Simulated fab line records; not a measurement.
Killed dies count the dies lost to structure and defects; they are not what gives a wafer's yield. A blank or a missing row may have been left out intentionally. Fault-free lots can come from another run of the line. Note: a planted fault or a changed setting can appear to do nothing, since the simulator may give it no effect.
Chamber matching :: flow nand harc :: 4 sister chambers for NHARC_A_CONTACT_ETCH_102 on rie diel-07
The step etches the open film in CF4/O2, target depth 70 nm, overetch 7 nm, time 38.5 s. 14 wafers are shown with their chamber, then 7 later ones without.

== WAFERS WITH THEIR CHAMBER ==
wafer: L432.1
chamber: 3
drypump motor current A (A): 5.1
rf vpp V (V): 198.8
oes product au (a.u.): 1.000

wafer: L432.3
chamber: 1
drypump motor current A (A): 6.1
rf vpp V (V): 199.2
oes product au (a.u.): 0.997

wafer: L432.6
chamber: 0
drypump motor current A (A): 6.0
rf vpp V (V): 198.6
oes product au (a.u.): 0.995

wafer: L433.3
chamber: 1
drypump motor current A (A): 6.1
rf vpp V (V): 198.4
oes product au (a.u.): 0.997

wafer: L433.5
chamber: 1
drypump motor current A (A): 6.1
rf vpp V (V): 197.9
oes product au (a.u.): 0.995

wafer: L433.6
chamber: 0
drypump motor current A (A): 6.0
rf vpp V (V): 198.6
oes product au (a.u.): 0.993

wafer: L434.2
chamber: 3
drypump motor current A (A): 5.0
rf vpp V (V): 199.4
oes product au (a.u.): 1.007

wafer: L434.4
chamber: 2
drypump motor current A (A): 6.8
rf vpp V (V): 197.8
oes product au (a.u.): 1.019

wafer: L434.5
chamber: 3
drypump motor current A (A): 5.0
rf vpp V (V): 200.7
oes product au (a.u.): 1.000

wafer: L435.2
chamber: 1
drypump motor current A (A): 6.1
rf vpp V (V): 198.1
oes product au (a.u.): 0.982

wafer: L435.4
chamber: 3
drypump motor current A (A): 5.0
rf vpp V (V): 199.0
oes product au (a.u.): 1.007

wafer: L435.6
chamber: 1
drypump motor current A (A): 6.1
rf vpp V (V): 198.1
oes product au (a.u.): 0.990

wafer: L447.3
chamber: 2
drypump motor current A (A): 6.8
rf vpp V (V): 197.7
oes product au (a.u.): 1.008

wafer: L447.4
chamber: 0
drypump motor current A (A): 6.0
rf vpp V (V): 197.1
oes product au (a.u.): 1.015

SIGNATURES (averages over the wafers above)
reading: drypump motor current A
chamber 0: 6.000
chamber 1: 6.100
chamber 2: 6.800
chamber 3: 5.025
scatter within a chamber: 0.0274

reading: rf vpp V
chamber 0: 198.100
chamber 1: 198.340
chamber 2: 197.750
chamber 3: 199.475
scatter within a chamber: 0.689

reading: oes product au
chamber 0: 1.00100
chamber 1: 0.99220
chamber 2: 1.01350
chamber 3: 1.00350
scatter within a chamber: 0.00754
Rule: for each reading, subtract the chamber's mean from the wafer's reading, divide by that reading's scatter and square the result; add these up over the readings and take the root, which gives the wafer's distance from the chamber. The wafer belongs to the nearest chamber; if the next one is less than 2 further off, it can't be placed. The scatter: take each reading less its chamber's mean, square it, sum over the shown wafers, divide by the number of wafers less the number of chambers, and take the root.

== WAFERS WITHOUT THEIR CHAMBER ==
wafer: L447.6
drypump motor current A (A): 5.0
rf vpp V (V): 198.7
oes product au (a.u.): 1.001

wafer: L451.1
drypump motor current A (A): 6.1
rf vpp V (V): 197.7
oes product au (a.u.): 0.993

wafer: L451.2
drypump motor current A (A): 6.7
rf vpp V (V): 198.6
oes product au (a.u.): 1.007

wafer: L451.5
drypump motor current A (A): 5.0
rf vpp V (V): 199.1
oes product au (a.u.): 1.005

wafer: L454.1
drypump motor current A (A): 6.7
rf vpp V (V): 200.2
oes product au (a.u.): 0.997

wafer: L454.3
drypump motor current A (A): 6.1
rf vpp V (V): 198.8
oes product au (a.u.): 0.991

wafer: L454.5
drypump motor current A (A): 6.7
rf vpp V (V): 197.5
oes product au (a.u.): 1.008

== WHICH CHAMBER EACH WENT THROUGH ==
wafer: L447.6
from the rows above: 3
in truth: 3

wafer: L451.1
from the rows above: 1
in truth: 1

wafer: L451.2
from the rows above: 2
in truth: 2

wafer: L451.5
from the rows above: 3
in truth: 3

wafer: L454.1
from the rows above: 2
in truth: 2

wafer: L454.3
from the rows above: 1
in truth: 1

wafer: L454.5
from the rows above: 2
in truth: 2
7 of 7 placed correctly. Left unplaced by these rows: 0. Placed wrongly: 0.
